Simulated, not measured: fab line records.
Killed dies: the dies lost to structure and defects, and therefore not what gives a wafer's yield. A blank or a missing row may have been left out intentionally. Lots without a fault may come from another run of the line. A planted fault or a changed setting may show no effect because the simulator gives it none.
fab line records | flow n5_finfet
[record] lots = 9 wafers = 27 last_day = 18
route steps=1938 shown HKMG_FIN@452 GATE_CUT@469 BEOL_M4@1111 PASSIVATION@1936
lots with no fault: from the same line, run without faults
start_h: start of the lot's first displayed wafer, in hours after the record's first day | wait_h: hours from the lot's prior step to this one | " same as the row above | L1.1+2: a single row standing in for several wafers | - either no value or no given start | * or withheld: withheld | < > ~ a bound
route shown NAME@n: a module of which the file shows steps, and the number in the route of the first | usual: mean and standard deviation over wafers with no fault | same: alike in all rows | chamber/n: place in a boat | sites: each site's reading | _std_site: the values' standard deviation | _edge_site: outer sites' mean less inner sites' | radius_mm: for every site, how far away it sits from the centre of the wafer | mask NAME#n: copy n | behind: the tool/chamber that last shaped the wafer | hold: what put the lot on hold/how long, in hours/how the hold closed | device: transistor that didn't switch, given as n, p or np | end of line: at the end of the route, the tests of the same wafers | for a step that has no rows: nothing shown but its recipe | killed: not the wafer's yield, but the dies lost to structure and defects at the first sort | map: per-die view of a wafer (x killed, . not killed, _ where there is no die)
set.NAME: the setting that was run; set.NAME@STEP: the one run at that earlier step | model.NAME: the simulator's own value behind a step, which no gauge read
steps of the route over a sample of lots; a table a step, a row a wafer
services: from which hour (start_h, from the record's first day; less than 0 if before it) a tool's chamber was out of use, for how many hours, and why
[[steps]]
[step N5_HKMG_FIN_STRIP_90]
[recipe] chemistry = N2/H2 material = SOC time_s = 20 power_w = 500 temp_c = 40 pressure_mtorr = 50 rf_frequency_hz = 6e+07 bias_power_w = 8 h2_frac = 0.5 n2_flow_sccm = 300 h2_flow_sccm = 300
[usual] drypump_motor_current_A = 5.85/0.3 oes_product_au = 0.80/0.073 rf_fwd_power_W = 496.9/1.6 rf_vpp_V = 54.2/0.76 showerhead_plenum_p_Torr = 3.35/0.11 throttle_valve_pct = 19.01/0.23
// columns lot.wafer tool chamber start_h wait_h drypump_motor_current_A oes_product_au rf_fwd_power_W rf_hours_counter_h rf_vpp_V showerhead_plenum_p_Torr throttle_valve_pct
L750.2 rie_diel-04 3 105.31 0.0 5.67 0.89 498.8 13 54.5 3.56 18.82
L750.3 " 0 " " 5.47 0.89 497.9 46 54.7 3.28 18.62
L750.4 " 2 " " 5.61 0.76 495.2 154 54.6 3.48 19.16
L751.1 rie_diel-01 2 114.07 0.0 6.21 0.71 499.5 183 53.4 3.34 19.11
L751.3 " 3 " " 5.75 0.81 496.3 99 54.6 3.25 19.09
L751.5 " 0 " " 6.06 0.85 497.8 - 54.3 3.26 18.98
L753.1 rie_diel-01 0 122.92 0.0 6.05 0.85 493.1 79 54.4 3.26 18.97
L753.4 " 2 " " 6.18 0.71 496.1 186 55.1 3.34 19.12
L753.5 " 0 " " 6.08 0.85 495.0 - 53.9 3.26 18.98
L755.1 rie_diel-03 3 138.52 0.0 5.95 0.78 498.2 149 53.7 3.23 19.63
L755.4 " 3 " " 5.95 0.78 496.2 - 53.2 3.23 19.61
L755.5 " 0 " " 5.05 0.67 497.4 - 54.4 3.31 19.25
L757.1 rie_diel-01 0 149.44 0.0 6.09 0.83 498.5 87 53.5 3.25 18.99
L757.4 " 2 " " 6.18 0.71 497.4 194 53.7 3.33 19.14
L757.5 " 0 " " 6.06 0.83 496.1 - 55.2 3.25 19.00
L759.1 rie_diel-04 3 164.23 0.0 5.64 0.86 496.2 34 53.8 3.55 18.84
L759.2 " 2 " " 5.57 0.76 497.0 173 54.5 3.47 19.20
L759.6 " 0 " " 5.50 0.87 496.2 - 54.9 3.27 18.66
L762.1 rie_diel-01 3 188.56 0.0 5.78 0.78 495.0 122 54.4 3.24 19.17
L762.4 " 1 " " 5.98 0.67 496.7 233 54.4 3.32 18.80
L762.6 " 3 " " 5.77 0.78 496.5 - 54.2 3.24 19.15
L764.3 rie_diel-04 0 194.03 0.0 5.49 0.85 498.5 79 57.1 3.26 18.67
L764.4 " 2 " " 5.61 0.74 497.5 185 53.6 3.46 19.20
L764.6 " 2 " " 5.61 0.75 495.8 - 55.8 3.46 19.22
L768.1 rie_diel-03 0 216.75 0.0 5.10 0.92 494.0 13 54.3 3.30 18.87
L768.4 " 1 " " 6.36 0.90 499.7 - 52.7 3.30 18.59
L768.6 " 0 " " 5.10 0.91 495.3 - 54.1 3.30 18.89
[step N5_HKMG_FIN_ETCHBACK_68]
[recipe] chemistry = Cl2/Ar stop_on = HfO2 target_depth_a = 5 pressure_mtorr = 10 icp_w = 600 bias_w = 60 Cl2_flow_sccm = 40 Ar_flow_sccm = 60
[usual] drypump_motor_current_A = 5.7/0.35 oes_product_au = 0.75/0.13 rf_fwd_power_W = 596.5/1.8 throttle_valve_pct = 20.95/0.17
// columns lot.wafer tool chamber start_h wait_h drypump_motor_current_A oes_product_au rf_fwd_power_W rf_hours_counter_h throttle_valve_pct
L750.2 rie_metal-02 0 105.47 0.0 5.3 0.75 595.8 40 21.10
L750.3 " 0 " " 5.3 0.75 597.2 - 21.09
L750.4 " 1 " " 5.7 0.58 594.3 - 21.17
L751.1 rie_metal-01 1 114.23 0.0 6.2 0.64 599.2 97 20.79
L751.3 " 1 " " 6.2 0.64 595.7 - 20.79
L751.5 " 1 " " 6.2 0.65 594.6 - 20.79
L753.1 rie_metal-01 1 123.08 0.0 6.2 0.64 596.7 98 20.79
L753.4 " 1 " " 6.2 0.64 596.5 - 20.79
L753.5 " 1 " " 6.2 0.64 597.4 - 20.78
L755.1 rie_metal-02 1 138.68 0.0 5.7 0.57 594.8 141 21.19
L755.4 " 0 " " 5.3 0.75 593.5 - 21.09
L755.5 " 1 " " 5.7 0.57 595.3 - 21.16
L757.1 rie_metal-03 1 149.59 0.0 5.6 0.91 596.7 4 20.75
L757.4 " 1 " " 5.6 0.90 596.9 - 20.75
L757.5 " 0 " " 5.5 0.76 595.9 - 21.03
L759.1 rie_metal-02 0 164.42 0.0 5.3 0.74 593.1 47 21.11
L759.2 " 1 " " 5.7 0.99 595.9 0 20.87
L759.6 " 1 " " 5.7 0.99 599.5 - 20.85
L762.1 rie_metal-01 0 188.72 0.0 6.2 0.91 596.8 4 20.66
L762.4 " 1 " " 6.2 0.63 595.9 - 20.81
L762.6 " 1 " " 6.2 0.63 597.7 - 20.80
L764.3 rie_metal-03 0 194.23 0.1 5.5 0.75 599.5 - 21.04
L764.4 " 1 " " 5.6 0.87 594.3 - 20.75
L764.6 " 0 " " 5.5 0.75 597.9 - 21.00
L768.1 rie_metal-02 1 216.90 0.0 5.7 0.95 597.1 4 20.87
L768.4 " 0 " " 5.3 0.72 597.3 - 21.12
L768.6 " 1 " " 5.7 0.95 595.7 - 20.89
[step N5_HKMG_FIN_CMP_23]
[recipe] stop_on = SiNx t_overpolish_s = 10 post_cmp_clean = rinse_only down_force_psi = 4 platen_rpm = 50.289 pad_velocity_m_s = 1.0006 target_thk_nm = 46.326
[usual] edge_zone_pressure_frac = 1.000/0.0053 motor_current_A = 12.2/1.6 overpolish_run_s = 9.999/0.0092 platen_rpm = 50.29/0.039 slurry_filter_dp_kPa = 13.49/0.13 time_to_endpoint_s = 11.8/1.9
// columns lot.wafer tool chamber start_h wait_h edge_zone_pressure_frac motor_current_A overpolish_run_s platen_rpm slurry_filter_dp_kPa time_to_endpoint_s
L750.3 cmp-03 2 106.53 0.0 0.998 12.7 10.010 50.31 13.72 14.0
L750.2 " 3 " " 1.000 15.6 10.017 50.30 13.29 13.0
L750.4 " 1 " " 1.007 11.9 9.998 50.24 13.32 12.8
L751.1 cmp-01 0 115.48 0.0 1.003 11.5 9.999 50.30 13.42 8.9
L751.3 " 1 " " 0.999 12.1 10.019 50.28 13.46 10.4
L751.5 " 0 " " 1.010 11.8 10.008 50.32 13.64 10.0
L753.1 cmp-02 1 124.44 0.2 0.985 13.4 9.987 50.26 13.26 15.1
L753.4 " 2 " " 1.003 11.0 10.002 50.31 13.61 9.3
L753.5 " 0 " " 1.002 10.7 9.999 50.28 13.58 10.2
L755.1 cmp-02 2 139.83 0.1 1.007 10.4 9.999 50.25 13.27 13.4
L755.4 " 0 " " 1.008 11.0 9.993 50.28 13.48 12.0
L755.5 " 1 " " 1.008 13.0 9.979 50.32 13.41 12.2
L757.4 cmp-02 2 150.81 0.2 1.001 11.1 9.984 50.24 13.47 11.1
L757.1 " 3 " " 1.003 11.4 10.000 50.28 13.63 13.2
L757.5 " 1 " " 0.997 12.5 9.978 50.24 13.90 13.1
L759.1 cmp-02 1 165.48 0.0 0.995 12.8 10.001 50.20 13.36 11.8
L759.2 " 0 " " 1.010 11.1 9.994 50.29 13.43 11.1
L759.6 " 2 " " 1.001 11.1 9.995 52.37 13.47 10.5
L762.1 cmp-02 1 189.94 0.2 1.002 12.8 9.994 50.29 13.52 13.5
L762.4 " 2 " " 1.001 10.7 10.009 52.30 13.62 11.1
L762.6 " 0 " " 0.997 10.7 9.998 50.31 13.55 11.9
L764.3 cmp-03 1 195.47 0.2 0.998 11.8 9.999 50.26 13.26 11.8
L764.4 " 3 " " 1.002 15.9 9.997 50.28 13.66 12.9
L764.6 " 0 " " 0.997 11.0 10.011 50.27 13.36 13.7
L768.4 cmp-03 2 217.96 0.0 0.999 13.3 10.009 50.23 13.54 14.3
L768.1 " 1 " " 1.000 11.5 10.001 50.31 13.43 13.1
L768.6 " 2 " " 1.002 12.1 9.994 50.28 13.57 12.0
[step N5_GATE_CUT_ETCH_58]
[recipe] chemistry = CH3F/O2 target = SiNx target_depth_a = 170 time_s = 128.6 ion_energy_ev = 50 pressure_mtorr = 30 source_w = 415 bias_w = 21 Ar_flow_sccm = 150 CH3F_flow_sccm = 30 O2_flow_sccm = 20
[usual] drypump_motor_current_A = 5.7/0.35 oes_product_au = 0.79/0.085 rf_fwd_power_W = 413.2/1.5 rf_vpp_V = 99.0/0.95 showerhead_plenum_p_Torr = 2.00/0.081 throttle_valve_pct = 16.35/0.2
// columns lot.wafer tool chamber start_h wait_h drypump_motor_current_A oes_product_au rf_fwd_power_W rf_hours_counter_h rf_vpp_V showerhead_plenum_p_Torr throttle_valve_pct
L750.2 rie_diel-02 3 107.83 0.1 5.5 0.77 410.9 137 99.9 2.00 16.37
L750.3 " 0 " " 5.4 0.72 414.1 215 100.1 2.06 16.36
L750.4 " 1 " " 6.3 0.82 411.3 77 98.7 2.11 16.57
L751.1 rie_diel-05 1 116.78 0.1 5.2 0.94 414.9 7 100.5 1.97 16.18
L751.3 " 0 " " 6.2 0.74 412.8 145 99.1 2.01 16.32
L751.5 " 1 " " 5.2 0.93 415.1 - 99.4 1.97 16.19
L753.1 rie_diel-06 0 125.31 0.0 5.8 0.82 412.6 90 100.5 2.10 16.32
L753.4 " 1 " " 5.9 0.78 413.7 118 97.5 1.85 16.68
L753.5 " 1 " " 5.9 0.78 414.6 - 97.9 1.85 16.67
L755.1 rie_diel-06 1 140.89 0.1 5.9 0.77 413.6 122 98.1 1.85 16.69
L755.4 " 0 " " 5.8 0.82 411.9 94 100.3 2.10 16.33
L755.5 " 0 " " 5.8 0.82 413.2 - 100.9 2.10 16.32
L757.1 rie_diel-05 3 151.69 0.0 5.6 0.98 412.2 5 98.6 1.97 16.10
L757.4 " 2 " " 6.1 0.72 412.4 197 99.2 2.06 16.14
L757.5 " 2 " " 6.0 0.71 413.6 - 98.7 2.06 16.14
L759.1 rie_diel-05 3 166.51 0.0 5.5 0.96 411.7 10 98.7 1.97 16.10
L759.2 " 1 " " 5.2 0.89 414.3 21 99.6 1.96 16.21
L759.6 " 1 " " 5.2 0.89 416.0 - 98.0 1.96 16.20
L762.1 rie_diel-02 3 190.82 0.0 5.5 0.74 415.2 162 99.6 1.99 16.41
L762.4 " 1 " " 6.4 0.79 414.7 103 100.9 2.10 16.61
L762.6 " 1 " " 6.3 0.79 411.7 - 100.6 2.10 16.61
L764.3 rie_diel-06 1 196.45 0.1 6.0 0.76 412.8 141 98.5 1.85 16.73
L764.4 " 0 " " 5.7 0.80 414.0 110 98.0 2.10 16.34
L764.6 " 1 " " 6.0 0.76 413.5 - 100.5 1.85 16.73
L768.1 rie_diel-05 3 219.00 0.0 5.6 0.91 415.2 25 99.4 1.97 16.13
L768.4 " 0 " " 6.1 0.73 412.9 174 99.4 2.00 16.38
L768.6 " 2 " " 6.0 0.71 411.8 - 99.9 2.06 16.18
[step N5_BEOL_M4_RC_MEAS_101]
[usual] DIBL_N = 36.3/1.6 DIBL_P = 36.5/1.6 IOFF_N = 0.163/0.026 IOFF_P = 0.22/0.033 ION_N = 676/9.9 ION_P = 464/6.5 SS_N = 71.5/0.5 SS_P = 73.3/0.64 VT_N = 249.3/2.9 VT_P = -250/3.2
// columns lot.wafer tool chamber start_h wait_h DIBL_N[mV/V] DIBL_P[mV/V] IOFF_N[nA/um] IOFF_P[nA/um] ION_N[uA/um] ION_P[uA/um] SS_N[mV/dec] SS_P[mV/dec] VT_N[mV] VT_P[mV]
L750.2 prober-02 0 208.37 0.2 36.9 37.9 0.179 0.22 673 463 71.6 74.8 245.1 -251
L750.3 " 0 " " 37.0 38.1 0.182 0.22 688 466 71.7 73.9 246.4 -250
L750.4 " 0 " " 35.6 36.5 0.160 0.20 697 464 70.8 74.3 248.8 -253
L751.1 prober-01 0 215.01 0.0 35.5 36.1 0.146 0.20 666 453 71.3 73.2 252.9 -253
L751.3 " 0 " " 38.1 38.4 0.192 0.24 687 462 71.6 73.6 246.5 -249
L751.5 " 0 " " 35.7 36.6 0.154 0.21 680 468 70.6 73.5 246.8 -251
L753.1 prober-01 0 235.10 0.0 34.5 35.3 0.135 0.17 670 452 71.3 72.5 252.4 -254
L753.4 " 0 " " 34.2 35.9 0.142 0.18 682 464 71.1 72.5 249.9 -250
L753.5 " 0 " " 33.9 34.6 0.129 0.17 674 461 71.5 72.6 249.3 -252
L755.1 prober-02 0 254.38 0.0 35.7 36.2 0.166 0.22 674 464 71.5 73.8 249.9 -248
L755.4 " 0 " " 36.0 36.5 0.165 0.22 677 463 70.5 73.2 250.0 -248
L755.5 " 0 " " 35.3 35.6 0.152 0.21 667 458 71.2 73.4 250.9 -249
L757.1 prober-01 0 260.83 0.0 37.5 35.6 0.161 0.20 663 456 71.9 73.3 252.3 -250
L757.4 " 0 " " 34.1 32.7 0.115 0.16 668 463 70.8 72.8 254.0 -252
L757.5 " 0 " " 36.3 35.0 0.142 0.19 655 449 71.8 72.9 250.3 -253
L759.1 prober-02 0 270.75 0.0 37.3 36.9 0.188 0.22 682 458 72.1 73.1 246.8 -248
L759.2 " 0 " " 36.9 36.7 0.187 0.22 675 459 72.5 73.4 244.9 -250
L759.6 " 0 " " 36.6 36.5 0.175 0.21 680 461 72.1 72.7 248.3 -249
L762.1 prober-01 0 287.24 0.0 41.2 40.7 0.249 0.29 683 464 72.4 75.1 244.6 -246
L762.4 " 0 " " 38.5 38.3 0.185 0.24 671 459 72.3 73.9 248.4 -248
L762.6 " 0 " " 39.1 39.0 0.202 0.26 689 474 71.2 73.4 243.9 -248
L764.3 prober-01 0 307.48 0.3 33.9 34.1 0.123 0.21 676 477 71.4 72.4 255.8 -246
L764.4 " 0 " " 34.3 34.0 0.123 0.20 665 459 71.0 73.1 254.4 -248
L764.6 " 0 " " 34.3 33.9 0.128 0.21 663 467 71.2 72.2 256.5 -247
L768.1 prober-01 0 320.48 0.0 36.3 35.8 0.173 0.24 681 463 71.5 73.2 246.1 -246
L768.4 " 0 " " 36.5 35.5 0.165 0.23 671 462 72.0 74.0 247.7 -246
L768.6 " 0 " " 38.5 39.0 0.217 0.30 696 473 72.0 74.1 243.8 -245
[step N5_PASSIVATION_PROBE_49]
[usual] defect_limited_yield = 91.2/1.5 killed_at_M0_to_M3 = 32/9.6 killed_at_M4_up = 13/5.3 killed_at_contacts = 13/6.7 killed_at_front_end = 42/11 killed_at_other = 3.8/2.9 killed_dies = 103/17 killed_open = 67/13 killed_short = 35/7.9 sort_bin_5_function = 5.2/0.94 sort_bin_6_memory = 3.3/0.64 sort_n_pass = 1077/17 sort_yield_pct = 91.2/1.5
[same] gross_dies = 1180 killed_at_back_side = 0 sort_bin_4_leakage[%] = 0 sort_bin_8_speed[%] = 0
// columns lot.wafer tool chamber start_h wait_h defect_limited_yield[%] killed_at_M0_to_M3 killed_at_M4_up killed_at_contacts killed_at_front_end killed_at_other killed_dies killed_open killed_short sort_bin_5_function[%] sort_bin_6_memory[%] sort_n_pass sort_yield_pct[%]
L753.1 prober-02 - 347.96 0.0 92.6 39 10 7 31 0 87 61 26 3.8 3.2 1093 92.6
L753.4 prober-02 - 348.11 0.2 93.5 32 11 7 21 6 77 49 28 3.7 2.5 1103 93.5
L753.5 prober-02 - 348.16 0.2 93.3 33 18 6 21 1 79 55 22 3.5 3.0 1101 93.3
L759.1 prober-01 - 378.37 0.0 88.7 45 12 6 56 14 133 86 45 5.6 4.8 1047 88.7
L759.2 prober-01 - 378.42 0.1 88.9 54 13 12 47 5 131 86 45 6.1 4.4 1049 88.9
L759.6 prober-01 - 378.62 0.3 89.2 39 21 12 49 6 127 89 38 6.7 3.6 1053 89.2
L762.1 prober-02 - 412.27 0.0 92.1 25 7 28 27 6 93 58 35 4.7 3.1 1087 92.1
L762.4 prober-02 - 412.42 0.2 93.1 24 9 15 32 1 81 59 21 4.2 2.4 1099 93.1
L762.6 prober-02 - 412.52 0.3 91.9 33 13 6 42 1 95 55 36 4.8 2.8 1085 91.9
// killed by level:class
L753.1 BEOL_M0_SAQP:geometric_particle:open=9 FIN_SAQP:geometric_particle:open=8 BEOL_M1:geometric_particle:open=8 BEOL_M3:geometric_particle:open=7 DUMMY_GATE:geometric_particle:open=6 MOL_CONTACT_COAG:geometric_particle:open=5 BEOL_M0_SAQP:geometric_particle:short=5 BEOL_M1:geometric_particle:short=4
L753.4 BEOL_M0_SAQP:geometric_particle:open=8 FIN_SAQP:geometric_particle:open=6 BEOL_M0_SAQP:geometric_particle:short=6 BEOL_M3:geometric_particle:open=6 BEOL_M2:geometric_particle:open=5 FIN_SAQP:geometric_particle:short=4 MOL_CONTACT_COAG:geometric_particle:short=4 PASS1_DEP:geometric_particle:open=4
L753.5 BEOL_M0_SAQP:geometric_particle:short=7 BEOL_M1:geometric_particle:open=7 DUMMY_GATE:geometric_particle:open=6 MOL_CONTACT_COAG:geometric_particle:open=5 BEOL_M4:geometric_particle:open=5 BEOL_M2:geometric_particle:open=5 BEOL_M7:geometric_particle:open=5 BEOL_M0_SAQP:geometric_particle:open=4
L759.1 FIN_SAQP:geometric_particle:open=24 BEOL_M3:geometric_particle:open=13 FIN_SAQP:geometric_particle:short=10 BEOL_M1:geometric_particle:open=10 STI_FIN_REVEAL:geometric_particle:open=8 BEOL_M3:geometric_particle:short=7 MOL_CONTACT_COAG:geometric_particle:open=5 PAD_METAL:geometric_particle:short=5
L759.2 STI_FIN_REVEAL:geometric_particle:open=22 BEOL_M1:geometric_particle:open=21 BEOL_M0:geometric_particle:short=11 FIN_SAQP:geometric_particle:open=10 BEOL_M0_SAQP:geometric_particle:short=8 MOL_CONTACT_COAG:geometric_particle:open=7 BEOL_M5:geometric_particle:open=6 MOL_CONTACT_COAG:geometric_particle:short=5
L759.6 FIN_SAQP:geometric_particle:open=16 BEOL_M1:geometric_particle:open=13 MOL_CONTACT_COAG:geometric_particle:open=11 FIN_SAQP:geometric_particle:short=10 BEOL_M2:geometric_particle:open=8 BEOL_M4:geometric_particle:open=8 GATE_CUT:geometric_particle:short=5 BEOL_M0_SAQP:geometric_particle:short=5
L762.1 MOL_CONTACT_COAG:geometric_particle:open=21 BEOL_M0_SAQP:geometric_particle:short=13 BEOL_M0_SAQP:geometric_particle:open=9 MOL_CONTACT_COAG:geometric_particle:short=7 STI_FIN_REVEAL:geometric_particle:open=6 STARTING-WAFER:geometric_particle:open=5 DUMMY_GATE:geometric_particle:open=3 DUMMY_GATE:geometric_particle:short=3
L762.4 MOL_CONTACT_COAG:geometric_particle:open=12 STI_FIN_REVEAL:geometric_particle:open=7 DUMMY_GATE:geometric_particle:open=7 BEOL_M1:geometric_particle:open=7 BEOL_M0_SAQP:geometric_particle:open=5 BEOL_M0_SAQP:geometric_particle:short=5 STARTING-WAFER:geometric_particle:open=4 FIN_SAQP:geometric_particle:short=3
L762.6 BEOL_M0_SAQP:geometric_particle:short=12 FIN_SAQP:geometric_particle:short=9 DUMMY_GATE:geometric_particle:open=8 BEOL_M0_SAQP:geometric_particle:open=8 BEOL_M4:geometric_particle:open=6 FIN_SAQP:geometric_particle:open=5 BEOL_M1:geometric_particle:open=5 STARTING-WAFER:geometric_particle:open=5
[[services]]
// columns tool chamber start_h hours kind
rie_diel-03 2 88.25 5.0 repair
cmp-03 - 93.06 3.3 repair
cmp-03 - 102.10 1.4 repair
rie_diel-05 3 106.00 - clean
rie_diel-05 3 106.00 - consumable_replace:focus_ring
rie_diel-05 3 106.00 22.3 scheduled_down
rie_diel-06 3 106.80 1.2 repair
rie_metal-02 - 108.99 2.8 pm
rie_diel-06 - 110.12 0.7 repair
cmp-03 - 115.28 1.9 repair
cmp-03 - 122.34 0.2 repair
cmp-01 - 139.81 3.7 pm
cmp-03 - 150.85 4.0 pm
rie_diel-06 0 151.75 8.8 repair
rie_diel-04 1 154.12 31.9 repair
cmp-02 - 160.82 0.3 repair
cmp-01 - 182.05 0.7 repair
rie_diel-06 1 185.66 1.9 repair
rie_diel-02 2 186.31 1.2 repair
rie_diel-01 1 203.47 7.2 repair
cmp-02 - 205.70 5.9 pm
rie_diel-04 1 209.09 6.8 repair
rie_diel-02 - 211.42 0.1 repair
rie_diel-03 2 212.85 15.3 repair
[[key]]
[first_sign] step = N5_HKMG_FIN_CMP_23 reading = platen_rpm direction = up sigmas = 52 usual = 50.29 struck = 52.33
effect none on later readings
met_at N5_HKMG_FIN_CMP_23
struck_lots L759,L762
struck_wafers L759.6,L762.4
not_acting_at N5_HKMG_FIN_STRIP_90,N5_HKMG_FIN_ETCHBACK_68,N5_GATE_CUT_ETCH_58
onset_between 150.81 165.48
[fault] kind = process_parameter_drift tool = cmp-02 chamber = 2 onset_h = 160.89 steps = N5_HKMG_FIN_CMP_23 channel = platen_rpm offset = 2.0116 shape = step end_h = 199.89 acts_in = these_recipes_only stated = 50.289
